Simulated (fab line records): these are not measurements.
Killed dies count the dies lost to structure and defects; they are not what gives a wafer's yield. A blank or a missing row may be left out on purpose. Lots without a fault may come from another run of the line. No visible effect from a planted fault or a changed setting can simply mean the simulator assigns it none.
fab line records	flow n5-finfet
record: lots: 8	wafers: 24	last-day: 20
route steps=1938 shown BEOL_M0_SAQP@692 BEOL_M0_CUTY@709 BEOL_M0@716 BEOL_M4@1111 PASSIVATION@1936
lots that met no fault: from a run of the same line without faults
start-h: start of the lot's first displayed wafer, in hours after the record's first day	wait-h: time in hours since the lot's previous step	" as in the row above	L1.1+2: one row covering several wafers at once	- value missing, or start not given	* or withheld: withheld	< > ~ a bound
route shown NAME@n: names a module that has steps shown in the file, with the first one's number in the route	usual: mean/standard deviation taken from wafers without a fault	same: alike in all rows	chamber/n: place in a boat	sites: readings site by site	_std_site: standard deviation of those values	_edge_site: inner sites' mean taken away from outer sites' mean	radius-mm: for every site, how far away it sits from the centre of the wafer	mask NAME#n: copy n	behind: the most recent tool/chamber to have shaped the wafer	hold: reason for holding the lot/hours on hold/outcome of the hold	device: whichever transistor did not switch (one of n, p or np)	end of line: the tests these same wafers got at the end of their route	for a step that has no rows: nothing shown but its recipe	killed: dies lost to structure and defects at the first sort, not the wafer's yield	map: dies across one wafer; x = killed, . = not, _ = none there
set.NAME: the setting as run; set.NAME@STEP: as run at that earlier step	model.NAME: the simulator's own value behind a step, which no gauge read
route steps across a sampled set of lots; one table per step, one row per wafer
services: when a tool's chamber went out of use (start-h, in hours from the record's first day, below 0 if earlier), for how many hours, and the reason
== steps ==
step: N5_BEOL_M0_SAQP_DESCUM_45
recipe: chemistry: O2	time-s: 7	source-power-w: 50	bias-power-w: 20	pressure-mtorr: 20	rf-frequency-hz: 2.712e+07	temp-c: 40	resist: CAR-EUV	o2-flow-sccm: 225
usual: chamber-pressure-mTorr: 20.002/0.017	drypump-motor-current-A: 5.7/0.51	oes-product-au: 0.80/0.065	rf-fwd-power-W: 49.42/0.21	rf-vpp-V: 243.3/1.4	showerhead-plenum-p-Torr: 2.10/0.068	throttle-valve-pct: 20.29/0.18
lot.wafer	tool	chamber	start-h	wait-h	chamber-pressure-mTorr	drypump-motor-current-A	oes-product-au	rf-fwd-power-W	rf-hours-counter-h	rf-vpp-V	showerhead-plenum-p-Torr	throttle-valve-pct
L376.1	rie-diel-05	1	110.84	0.0	20.002	6.0	0.77	49.48	132	244.8	2.10	20.14
L376.4	"	0	"	"	20.028	5.0	0.78	48.85	143	244.1	2.18	20.21
L376.6	"	3	"	"	19.995	5.8	0.77	49.45	-	246.7	2.20	20.15
L380.1	rie-diel-06	0	134.32	0.0	19.995	6.2	0.71	49.31	211	242.0	2.07	20.23
L380.4	"	0	"	"	20.022	6.3	0.71	49.58	-	242.7	2.07	20.22
L380.6	"	1	"	"	20.011	5.2	0.82	49.52	-	241.9	2.04	20.39
L381.4	rie-diel-06	0	140.54	0.0	20.020	6.2	0.71	49.34	-	243.8	2.07	20.22
L381.5	"	3	"	"	19.996	5.8	0.81	49.41	-	242.4	2.03	20.59
L381.6	"	1	"	"	19.996	5.2	0.82	49.67	-	240.6	2.04	20.38
L383.1	rie-diel-02	0	156.43	0.0	20.012	5.8	0.82	49.30	87	243.4	2.12	20.08
L383.4	"	3	"	"	20.020	4.7	0.84	49.73	57	242.0	2.03	20.05
L383.5	"	0	"	"	20.016	5.8	0.81	49.23	-	243.8	2.12	20.09
L390.1	rie-diel-06	1	206.47	0.0	19.987	5.2	0.81	49.38	97	241.3	2.03	20.41
L390.4	"	0	"	"	19.982	6.2	0.71	49.42	231	242.8	2.07	20.26
L390.6	"	0	"	"	20.052	6.2	0.71	49.37	-	244.8	2.07	20.25
L392.1	rie-diel-06	0	210.64	0.3	20.010	6.2	0.70	49.21	232	242.6	2.07	20.25
L392.5	"	2	"	"	20.011	6.6	0.69	49.27	-	242.2	2.06	20.69
L392.6	"	1	"	"	19.995	5.2	0.80	49.50	-	243.0	2.03	20.43
L398.2	rie-diel-02	0	247.32	0.0	19.988	5.8	0.79	49.24	112	244.2	2.12	20.10
L398.4	"	2	"	"	20.016	6.1	0.81	49.35	85	243.6	2.12	20.51
L398.6	"	0	"	"	20.020	5.8	0.80	49.25	-	244.5	2.12	20.10
L399.1	rie-diel-02	3	269.58	0.0	20.016	4.7	0.81	49.93	88	242.7	2.02	20.10
L399.2	"	0	"	"	20.014	5.8	0.79	49.46	118	242.8	2.11	20.10
L399.5	"	0	"	"	20.018	5.8	0.79	49.23	-	243.8	2.11	20.12
step: N5_BEOL_M0_CUTY_OVL_MEAS_58
recipe: points-per-wafer: 44
usual: M0_ABLK_OVL: 0.0/0.7
lot.wafer	tool	chamber	start-h	wait-h	M0_ABLK_OVL[nm]
L376.1	overlay-01	0	112.17	0.0	0.6
L376.4	"	0	"	"	0.5
L376.6	"	0	"	"	0.4
L380.1	overlay-02	0	135.74	0.0	-0.1
L380.4	"	0	"	"	1.0
L380.6	"	0	"	"	0.1
L381.4	overlay-02	0	141.73	0.0	0.3
L381.5	"	0	"	"	0.5
L381.6	"	0	"	"	-0.1
L383.1	overlay-02	0	157.99	0.0	-0.1
L383.4	"	0	"	"	-0.3
L383.5	"	0	"	"	-0.8
L390.1	overlay-01	0	207.68	0.0	1.2
L390.4	"	0	"	"	0.0
L390.6	"	0	"	"	0.1
L392.1	overlay-01	0	211.84	0.0	0.0
L392.5	"	0	"	"	-1.1
L392.6	"	0	"	"	0.6
L398.2	overlay-01	0	248.65	0.0	0.0
L398.4	"	0	"	"	-0.4
L398.6	"	0	"	"	-0.8
L399.1	overlay-02	0	270.79	0.0	0.6
L399.2	"	0	"	"	0.2
L399.5	"	0	"	"	0.1
step: N5_BEOL_M0_CUTY_INSPECT_59
recipe: mode: adi	inspect-instrument: macro
usual: raw-defect-count: 2.0/1.4
lot.wafer	tool	chamber	start-h	wait-h	raw-defect-count
L376.1	defect-inspect-02	-	112.20	0.0	3
L376.4	"	-	"	"	2
L376.6	"	-	"	"	3
L380.1	defect-inspect-01	-	135.77	0.0	3
L380.4	"	-	"	"	2
L380.6	"	-	"	"	1
L381.4	defect-inspect-01	-	141.76	0.0	1
L381.5	"	-	"	"	1
L381.6	"	-	"	"	3
L383.1	defect-inspect-01	-	158.02	0.0	2
L383.4	"	-	"	"	2
L383.5	"	-	"	"	1
L390.1	defect-inspect-02	-	207.70	0.0	0
L390.4	"	-	"	"	4
L390.6	"	-	"	"	1
L392.1	defect-inspect-01	-	211.87	0.0	1
L392.5	"	-	"	"	3
L392.6	"	-	"	"	7
L398.2	defect-inspect-02	-	248.68	0.0	1
L398.4	"	-	"	"	1
L398.6	"	-	"	"	4
L399.1	defect-inspect-02	-	270.81	0.0	1
L399.2	"	-	"	"	0
L399.5	"	-	"	"	1
step: N5_BEOL_M0_HM_OPEN_105
recipe: chemistry: Cl2/BCl3	target-depth-a: 120	target: TiN	ion-energy-ev: 150	pressure-mtorr: 10	icp-w: 1000	bias-w: 126	Cl2_flow_sccm: 53.25	bcl3-flow-sccm: 21.75	Ar_flow_sccm: 25
usual: bcl3-flow-sccm: 21.74/0.063	bias-w: 126.0/0.38	chamber-pressure-mTorr: 10.001/0.011	drypump-motor-current-A: 5.6/0.42	he-backside-leak-sccm: 3.4/0.33	oes-product-au: 0.80/0.089	rf-fwd-power-W: 996/3.9	throttle-valve-pct: 21.92/0.15
lot.wafer	tool	chamber	start-h	wait-h	bcl3-flow-sccm	bias-w	chamber-pressure-mTorr	drypump-motor-current-A	he-backside-leak-sccm	oes-product-au	rf-fwd-power-W	rf-hours-counter-h	throttle-valve-pct
L376.1	rie-metal-02	0	113.37	0.9	21.69	126.1	10.020	6.0	3.6	0.90	995	11	21.77
L376.4	"	0	"	"	21.69	126.2	10.007	6.0	3.2	0.91	996	-	21.76
L376.6	"	0	"	"	21.72	126.2	10.015	6.0	3.8	0.91	1002	-	21.77
L380.1	rie-metal-03	0	137.18	1.0	-	-	-	-	-	-	-	-	-
L380.4	"	0	"	"	-	-	-	-	-	-	-	-	-
L380.6	"	0	"	"	-	-	-	-	-	-	-	-	-
L381.4	rie-metal-03	0	144.81	2.7	-	-	-	-	-	-	-	-	-
L381.5	"	1	"	"	-	-	-	-	-	-	-	-	-
L381.6	"	0	"	"	-	-	-	-	-	-	-	-	-
L383.1	rie-metal-02	1	158.78	0.5	-	-	-	-	-	-	-	-	-
L383.4	"	1	"	"	-	-	-	-	-	-	-	-	-
L383.5	"	1	"	"	-	-	-	-	-	-	-	-	-
L390.1	rie-metal-03	1	211.38	3.4	21.82	126.6	9.980	5.8	3.8	0.77	983	49	21.83
L390.4	"	1	"	"	21.71	126.4	10.005	5.8	3.9	0.79	991	-	21.81
L390.6	"	1	"	"	21.70	126.6	9.999	5.8	3.6	0.78	989	-	21.83
L392.1	rie-metal-03	0	214.39	2.2	21.67	126.0	10.001	4.9	3.2	0.79	998	40	22.15
L392.5	"	0	"	"	21.69	126.0	10.006	5.0	3.0	0.80	1002	-	22.16
L392.6	"	1	"	"	21.68	125.6	9.994	5.8	3.7	0.78	988	-	21.80
L398.2	rie-metal-03	1	249.83	0.9	21.79	126.4	10.013	5.8	3.3	0.77	991	52	21.84
L398.4	"	0	"	"	21.73	126.0	10.005	4.9	3.2	0.78	992	-	22.17
L398.6	"	0	"	"	21.78	126.4	10.018	4.9	3.1	0.77	1000	-	22.19
L399.1	rie-metal-02	0	273.91	2.8	21.87	126.4	9.992	6.0	3.6	0.85	1000	24	21.82
L399.2	"	1	"	"	21.75	125.7	9.992	5.5	3.5	0.67	998	87	21.89
L399.5	"	1	"	"	21.65	125.8	9.989	5.5	3.5	0.67	994	-	21.89
step: N5_BEOL_M0_ETCH_128
recipe: chemistry: CF4/N2	target-depth-a: 120	overetch-a: 51	target: SiCN	time-s: 21.4	ion-energy-ev: 150	pressure-mtorr: 40	source-w: 430	bias-w: 70	Ar_flow_sccm: 100	cf4-flow-sccm: 60	n2-flow-sccm: 60
usual: chamber-pressure-mTorr: 40.01/0.047	drypump-motor-current-A: 5.6/0.51	oes-product-au: 0.57/0.054	rf-fwd-power-W: 425.0/1.9	rf-vpp-V: 383.1/2.1	showerhead-plenum-p-Torr: 2.24/0.085	throttle-valve-pct: 15.34/0.2
lot.wafer	tool	chamber	start-h	wait-h	chamber-pressure-mTorr	drypump-motor-current-A	oes-product-au	rf-fwd-power-W	rf-hours-counter-h	rf-vpp-V	showerhead-plenum-p-Torr	throttle-valve-pct
L376.1	rie-diel-03	3	113.82	0.2	39.99	4.9	0.50	425.3	185	383.5	2.28	15.68
L376.4	"	0	"	"	40.02	5.5	0.48	420.5	230	383.0	2.17	15.48
L376.6	"	3	"	"	40.01	4.9	0.51	422.7	-	383.3	2.28	15.68
L380.1	rie-diel-03	0	137.86	0.4	40.01	5.5	0.26	421.8	239	381.0	2.17	15.49
L380.4	"	2	"	"	40.03	5.3	0.28	425.1	187	380.3	2.11	15.55
L380.6	"	1	"	"	39.90	6.5	0.33	428.7	-	384.1	2.34	15.28
L381.4	rie-diel-03	3	145.08	0.0	40.44	4.8	0.28	424.2	196	383.4	2.28	15.69
L381.5	"	3	"	"	39.99	4.8	0.27	423.4	-	384.2	2.28	15.69
L381.6	"	2	"	"	40.01	5.3	0.28	422.8	-	379.4	2.11	15.57
L383.1	rie-diel-01	1	159.09	0.0	39.97	5.1	0.33	424.3	29	384.1	2.35	15.30
L383.4	"	0	"	"	39.98	5.7	0.30	427.2	86	382.6	2.22	15.26
L383.5	"	3	"	"	40.01	6.3	0.34	421.1	-	382.6	2.17	15.35
L390.1	rie-diel-04	1	211.74	0.1	40.02	5.0	0.60	426.1	36	384.2	2.33	15.06
L390.4	"	3	"	"	40.00	6.0	0.67	427.4	4	385.3	2.35	15.33
L390.6	"	1	"	"	39.97	5.0	0.61	425.5	-	385.6	2.33	15.07
L392.1	rie-diel-04	1	214.85	0.0	40.00	5.0	0.59	424.5	37	384.9	2.33	15.08
L392.5	"	0	"	"	39.97	5.3	0.60	422.5	-	380.4	2.16	15.29
L392.6	"	3	"	"	40.03	6.0	0.67	426.1	-	386.2	2.35	15.33
L398.2	rie-diel-04	0	250.27	0.1	39.96	5.4	0.58	425.5	65	380.0	2.15	15.31
L398.4	"	1	"	"	40.03	5.0	0.58	425.4	49	385.5	2.33	15.09
L398.6	"	1	"	"	40.00	5.0	0.58	425.0	-	385.7	2.33	15.07
L399.1	rie-diel-04	2	274.22	0.0	40.05	6.1	0.53	424.3	125	381.9	2.21	15.26
L399.2	"	3	"	"	40.05	6.0	0.62	430.6	26	385.1	2.34	15.37
L399.5	"	1	"	"	40.10	5.0	0.58	424.1	-	385.6	2.32	15.09
step: N5_BEOL_M0_OCD_MEAS_108
usual: trench-depth-nm: 33.0/0.49
lot.wafer	tool	chamber	start-h	wait-h	trench-depth-nm
L376.1	ocd-01	-	113.96	0.1	32.8
L376.4	"	-	"	"	33.0
L376.6	"	-	"	"	33.8
L380.1	ocd-01	-	138.00	0.1	0
L380.4	"	-	"	"	0.2
L380.6	"	-	"	"	0
L381.4	ocd-01	-	145.23	0.1	0
L381.5	"	-	"	"	0.2
L381.6	"	-	"	"	0.3
L383.1	ocd-01	-	159.24	0.1	0
L383.4	"	-	"	"	0.4
L383.5	"	-	"	"	0
L390.1	ocd-02	-	211.90	0.1	33.0
L390.4	"	-	"	"	33.7
L390.6	"	-	"	"	32.4
L392.1	ocd-01	-	215.00	0.1	32.6
L392.5	"	-	"	"	32.3
L392.6	"	-	"	"	33.7
L398.2	ocd-02	-	250.42	0.1	32.6
L398.4	"	-	"	"	32.4
L398.6	"	-	"	"	33.4
L399.1	ocd-02	-	274.37	0.1	32.8
L399.2	"	-	"	"	33.1
L399.5	"	-	"	"	32.4
step: N5_BEOL_M4_RC_MEAS_101
usual: DIBL_N: 36.6/1.1	DIBL_P: 36.8/1.6	IOFF_N: 0.169/0.024	IOFF_P: 0.206/0.028	ION_N: 679/9.2	ION_P: 462/7	SS_N: 71.6/0.57	SS_P: 73.3/0.57	VT_N: 248.8/2.4	VT_P: -251/3
lot.wafer	tool	chamber	start-h	wait-h	DIBL_N[mV/V]	DIBL_P[mV/V]	IOFF_N[nA/um]	IOFF_P[nA/um]	ION_N[uA/um]	ION_P[uA/um]	SS_N[mV/dec]	SS_P[mV/dec]	VT_N[mV]	VT_P[mV]
L376.1	prober-02	0	193.26	0.0	36.5	36.2	0.161	0.177	674	462	70.6	73.1	248.3	-256
L376.4	"	0	"	"	36.5	36.3	0.161	0.175	688	460	71.0	73.1	249.3	-255
L376.6	"	0	"	"	34.9	33.7	0.131	0.148	659	453	70.3	72.7	254.6	-258
L390.1	prober-01	0	296.98	0.0	39.0	39.9	0.242	0.255	699	472	72.5	74.6	244.5	-249
L390.4	"	0	"	"	36.8	37.9	0.184	0.220	682	466	71.7	74.2	246.4	-250
L390.6	"	0	"	"	38.3	39.2	0.216	0.239	696	465	73.1	73.8	244.0	-249
L392.1	prober-01	0	299.44	0.0	35.0	33.5	0.128	0.166	667	454	70.8	72.3	254.6	-254
L392.5	"	0	"	"	34.8	33.7	0.135	0.166	665	456	71.5	72.3	251.3	-255
L392.6	"	0	"	"	35.8	34.4	0.142	0.176	667	458	71.3	73.0	251.5	-253
L398.2	prober-02	0	345.26	0.2	36.8	37.4	0.157	0.196	682	465	71.2	73.6	246.8	-251
L398.4	"	0	"	"	36.5	37.5	0.155	0.204	679	466	71.1	73.1	249.0	-252
L398.6	"	0	"	"	36.8	36.6	0.149	0.186	683	461	71.4	73.7	248.1	-251
L399.1	prober-02	0	349.03	0.0	35.9	36.9	0.140	0.171	673	455	70.7	72.8	255.4	-252
L399.2	"	0	"	"	36.3	37.3	0.143	0.179	675	460	71.4	72.9	252.2	-253
L399.5	"	0	"	"	37.0	38.6	0.157	0.190	675	461	71.6	72.7	250.8	-252
step: N5_PASSIVATION_PROBE_49
usual: defect-limited-yield: 91.1/1.5	killed_at_M0_to_M3: 36/11	killed_at_M4_up: 14/5.6	killed-at-contacts: 11/5.6	killed-at-front-end: 40/12	killed-at-other: 4/3.2	killed-dies: 105/17	killed-on-rim: 14/3.4	killed-open: 69/12	killed-short: 34/8.4	sort_bin_5_function: 5.2/0.95	sort_bin_6_memory: 3.3/0.63	sort-n-pass: 1075/17	sort-yield-pct: 91.1/1.5
same: gross-dies: 1180	killed-at-back-side: 0	sort_bin_4_leakage[%]: 0	sort_bin_8_speed[%]: 0
lot.wafer	tool	chamber	start-h	wait-h	defect-limited-yield[%]	killed_at_M0_to_M3	killed_at_M4_up	killed-at-contacts	killed-at-front-end	killed-at-other	killed-dies	killed-on-rim	killed-open	killed-short	sort_bin_5_function[%]	sort_bin_6_memory[%]	sort-n-pass	sort-yield-pct[%]
L380.1	prober-01	-	339.11	0.0	0	1124	6	10	39	1	1180	152	46	31	97.8	1.9	0	0
L380.4	prober-01	-	339.26	0.2	0	1120	9	2	47	2	1180	152	53	39	96.4	3.1	0	0
L380.6	prober-01	-	339.36	0.3	0	1122	9	6	38	5	1180	152	60	20	97.2	2.6	0	0
L383.1	prober-01	-	343.21	0.0	0	1103	14	12	44	7	1180	152	77	50	95.3	4.3	0	0
L383.4	prober-01	-	343.36	0.2	0	1127	8	10	29	6	1180	152	64	37	96.9	2.9	0	0
L383.5	prober-01	-	343.41	0.2	0	1109	14	11	41	5	1180	152	67	37	96.1	3.6	0	0
L381.4	prober-01	-	343.66	0.2	0	1117	20	8	35	0	1180	152	65	27	96.5	3.4	0	0
L381.5	prober-01	-	343.71	0.3	0	1107	21	17	33	2	1180	152	79	31	95.6	4.1	0	0
L381.6	prober-01	-	343.76	0.3	0	1123	10	12	32	3	1180	152	67	25	96.9	3.1	0	0
L390.1	prober-02	-	397.59	0.0	92.1	43	11	4	34	1	93	17	57	29	4.2	3.0	1087	92.1
L390.4	prober-02	-	397.74	0.2	91.7	25	12	10	44	7	98	15	63	35	4.8	3.3	1082	91.7
L390.6	prober-02	-	397.84	0.3	91.4	20	19	12	39	11	101	17	74	25	4.9	3.4	1079	91.4
L392.1	prober-02	-	409.85	0.0	92.0	27	14	14	35	4	94	10	65	29	4.8	3.0	1086	92.0
L392.5	prober-02	-	410.05	0.2	92.4	25	32	7	25	1	90	13	65	25	5.0	2.5	1090	92.4
L392.6	prober-02	-	410.10	0.3	90.6	35	24	18	22	12	111	17	79	32	5.0	3.9	1069	90.6
L398.2	prober-01	-	443.33	0.1	90.6	38	15	13	44	1	111	16	68	42	5.2	3.9	1069	90.6
L398.4	prober-01	-	443.43	0.2	88.1	41	11	30	56	2	140	21	90	47	6.8	4.8	1040	88.1
L398.6	prober-01	-	443.53	0.3	89.7	48	11	5	58	0	122	20	82	34	5.8	3.6	1058	89.7
killed by level:class
L380.1 BEOL_M0:area-open=1103 FIN_SAQP:geometric-particle:short=14 BEOL_M2:geometric-particle:open=11 MOL_CONTACT_COAG:geometric-particle:open=10 GATE_CUT:geometric-particle:short=7 FIN_SAQP:geometric-particle:open=5 BEOL_M0_SAQP:geometric-particle:short=4 STARTING-WAFER:geometric-particle:open=4
L380.4 BEOL_M0:area-open=1088 BEOL_M2:geometric-particle:open=14 FIN_SAQP:geometric-particle:open=10 FIN_SAQP:geometric-particle:short=10 STI_FIN_REVEAL:geometric-particle:open=6 BEOL_M2:geometric-particle:short=5 DUMMY_GATE:geometric-particle:open=4 GATE_CUT:geometric-particle:short=4
L380.6 BEOL_M0:area-open=1100 BEOL_M2:geometric-particle:open=8 FIN_SAQP:geometric-particle:open=7 STI_FIN_REVEAL:geometric-particle:open=7 GATE_CUT:geometric-particle:short=7 MOL_CONTACT_COAG:geometric-particle:open=6 BEOL_M1:geometric-particle:open=6 FIN_SAQP:geometric-particle:short=3
L383.1 BEOL_M0:area-open=1052 BEOL_M0_SAQP:geometric-particle:short=16 BEOL_M3:geometric-particle:open=11 STI_FIN_REVEAL:geometric-particle:open=10 MOL_CONTACT_COAG:geometric-particle:open=9 BEOL_M0_SAQP:geometric-particle:open=8 FIN_SAQP:geometric-particle:open=7 BEOL_M3:geometric-particle:short=7
L383.4 BEOL_M0:area-open=1078 BEOL_M1:geometric-particle:open=14 MOL_CONTACT_COAG:geometric-particle:open=8 BEOL_M2:geometric-particle:open=7 BEOL_M0_SAQP:geometric-particle:open=7 BEOL_M0_SAQP:geometric-particle:short=7 FIN_SAQP:geometric-particle:open=6 STI_FIN_REVEAL:geometric-particle:open=6
L383.5 BEOL_M0:area-open=1076 BEOL_M1:geometric-particle:open=9 STI_FIN_REVEAL:geometric-particle:open=9 BEOL_M0_SAQP:geometric-particle:short=9 DUMMY_GATE:geometric-particle:open=7 MOL_CONTACT_COAG:geometric-particle:open=7 FIN_SAQP:geometric-particle:open=5 BEOL_M6:geometric-particle:open=5
L381.4 BEOL_M0:area-open=1088 FIN_SAQP:geometric-particle:open=10 STI_FIN_REVEAL:geometric-particle:open=8 MOL_CONTACT_COAG:geometric-particle:open=8 BEOL_M0_SAQP:geometric-particle:open=8 BEOL_M4:geometric-particle:open=8 BEOL_M0_SAQP:geometric-particle:short=7 STARTING-WAFER:geometric-particle:short=6
L381.5 BEOL_M0:area-open=1070 MOL_CONTACT_COAG:geometric-particle:open=14 BEOL_M1:geometric-particle:open=10 FIN_SAQP:geometric-particle:open=10 FIN_SAQP:geometric-particle:short=10 BEOL_M3:geometric-particle:open=10 BEOL_M0_SAQP:geometric-particle:open=7 BEOL_M0_SAQP:geometric-particle:short=6
L381.6 BEOL_M0:area-open=1087 FIN_SAQP:geometric-particle:open=12 MOL_CONTACT_COAG:geometric-particle:open=9 BEOL_M3:geometric-particle:open=8 BEOL_M1:geometric-particle:open=6 BEOL_M2:geometric-particle:open=6 BEOL_M0_SAQP:geometric-particle:short=5 DUMMY_GATE:geometric-particle:open=4
L390.1 BEOL_M0_SAQP:geometric-particle:short=8 BEOL_M3:geometric-particle:open=8 BEOL_M0:geometric-particle:open=7 STI_FIN_REVEAL:geometric-particle:open=6 HKMG_FIN:area-etch=6 BEOL_M0_SAQP:geometric-particle:open=5 BEOL_M3:geometric-particle:short=5 FIN_SAQP:geometric-particle:open=4
L390.4 MOL_CONTACT_COAG:geometric-particle:open=10 DUMMY_GATE:geometric-particle:open=8 BEOL_M2:geometric-particle:open=8 FIN_SAQP:geometric-particle:short=7 STI_FIN_REVEAL:geometric-particle:open=6 BEOL_M0_SAQP:geometric-particle:short=6 FIN_SAQP:geometric-particle:open=5 GATE_CUT:geometric-particle:open=4
L390.6 BEOL_M4:geometric-particle:open=10 MOL_CONTACT_COAG:geometric-particle:open=9 DUMMY_GATE:geometric-particle:open=7 STI_FIN_REVEAL:geometric-particle:open=6 BEOL_M0_SAQP:geometric-particle:short=6 STARTING-WAFER:geometric-particle:open=5 BEOL_M2:geometric-particle:open=5 FIN_SAQP:geometric-particle:open=4
L392.1 MOL_CONTACT_COAG:geometric-particle:open=13 STI_FIN_REVEAL:geometric-particle:open=12 FIN_SAQP:geometric-particle:short=10 BEOL_M3:geometric-particle:open=10 BEOL_M2:geometric-particle:open=6 BEOL_M4:geometric-particle:open=5 BEOL_M0_SAQP:geometric-particle:short=4 DUMMY_GATE:geometric-particle:open=3
L392.5 BEOL_M4:geometric-particle:open=19 BEOL_M2:geometric-particle:open=8 BEOL_M4:geometric-particle:short=7 MOL_CONTACT_COAG:geometric-particle:open=6 BEOL_M3:geometric-particle:open=5 FIN_SAQP:geometric-particle:open=4 STI_FIN_REVEAL:geometric-particle:open=4 DUMMY_GATE:geometric-particle:open=4
L392.6 MOL_CONTACT_COAG:geometric-particle:open=13 BEOL_M1:geometric-particle:open=10 BEOL_M2:geometric-particle:open=7 BEOL_M4:geometric-particle:open=7 BEOL_M0_SAQP:geometric-particle:open=6 MOL_CONTACT_COAG:geometric-particle:short=5 BEOL_M5:geometric-particle:open=5 BEOL_M0_SAQP:geometric-particle:short=5
L398.2 BEOL_M0_SAQP:geometric-particle:short=17 STI_FIN_REVEAL:geometric-particle:open=14 MOL_CONTACT_COAG:geometric-particle:open=11 BEOL_M4:geometric-particle:open=8 FIN_SAQP:geometric-particle:open=7 BEOL_M2:geometric-particle:open=7 FIN_SAQP:geometric-particle:short=6 STI_FIN_REVEAL:geometric-particle:short=5
L398.4 MOL_CONTACT_COAG:geometric-particle:open=27 FIN_SAQP:geometric-particle:short=14 FIN_SAQP:geometric-particle:open=12 STI_FIN_REVEAL:geometric-particle:open=11 BEOL_M0_SAQP:geometric-particle:short=7 BEOL_M1:geometric-particle:open=7 BEOL_M3:geometric-particle:open=6 BEOL_M4:geometric-particle:open=6
L398.6 FIN_SAQP:geometric-particle:open=21 FIN_SAQP:geometric-particle:short=14 BEOL_M0_SAQP:geometric-particle:open=14 BEOL_M0_SAQP:geometric-particle:short=9 STI_FIN_REVEAL:geometric-particle:open=7 BEOL_M1:geometric-particle:open=7 BEOL_M0:geometric-particle:open=6 BEOL_M2:geometric-particle:open=6
== services ==
tool	chamber	start-h	hours	kind
rie-diel-04	1	92.78	-	clean
rie-diel-04	1	92.78	-	consumable-replace:focus-ring
rie-diel-04	1	92.78	-	consumable-replace:showerhead
rie-diel-04	1	92.78	18.6	scheduled-down
rie-diel-04	1	92.78	18.6	vent-cycle
rie-diel-02	0	96.26	6.7	repair
rie-diel-02	-	97.17	0.2	repair
rie-diel-04	3	103.26	4.3	repair
rie-diel-02	-	112.60	2.8	pm
rie-diel-06	2	128.81	12.8	repair
rie-diel-01	-	129.43	10.9	repair
rie-diel-04	3	138.33	9.4	repair
rie-diel-06	-	143.51	0.7	repair
rie-diel-01	2	143.52	8.2	repair
rie-diel-02	3	173.20	15.3	repair
rie-metal-03	0	173.53	3.5	repair
rie-metal-03	0	179.32	4.5	repair
rie-diel-04	3	182.81	-	clean
rie-diel-04	3	182.81	-	consumable-replace:focus-ring
rie-diel-04	3	182.81	-	consumable-replace:showerhead
rie-diel-02	0	191.16	13.6	repair
rie-diel-01	0	264.71	3.7	repair
rie-diel-05	1	268.62	5.2	repair
rie-metal-03	-	270.81	0.8	repair
== key ==
first-sign: step: N5_BEOL_M0_HM_OPEN_105	reading: tool-record	direction: missing
effect: step: N5_BEOL_M0_ETCH_128	reading: oes-product-au	direction: down	sigmas: 5	usual: 0.57	struck: 0.30
effect: step: N5_BEOL_M0_OCD_MEAS_108	reading: trench-depth-nm	direction: down	sigmas: 67	usual: 33.0	struck: 0.1
effect: step: N5_PASSIVATION_PROBE_49	reading: killed_at_M0_to_M3	direction: up	sigmas: 98	usual: 36	struck: 1117
more-kills-born-at: N5_BEOL_M0_HM_OPEN_105@rie-metal-03: 6536	N5_BEOL_M0_HM_OPEN_105@rie-metal-02: 3206
met-at N5_BEOL_M0_HM_OPEN_105
struck-lots L380,L381,L383
later-rows-left-out L380.1,L380.4,L380.6,L381.4,L381.5,L381.6,L383.1,L383.4,L383.5
not-acting-at N5_BEOL_M0_SAQP_DESCUM_45,N5_BEOL_M0_CUTY_OVL_MEAS_58,N5_BEOL_M0_CUTY_INSPECT_59
onset-between 113.37 137.18
fault: kind: skipped-step-whole	tool: rie-metal-02,rie-metal-03	chamber: -	onset-h: 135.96	steps: N5_BEOL_M0_HM_OPEN_105	scope: struck-lots-only
later-rows-left-out: the simulator's readings of these wafers behind a module that went badly wrong aren't trusted and aren't shown, but for the sort
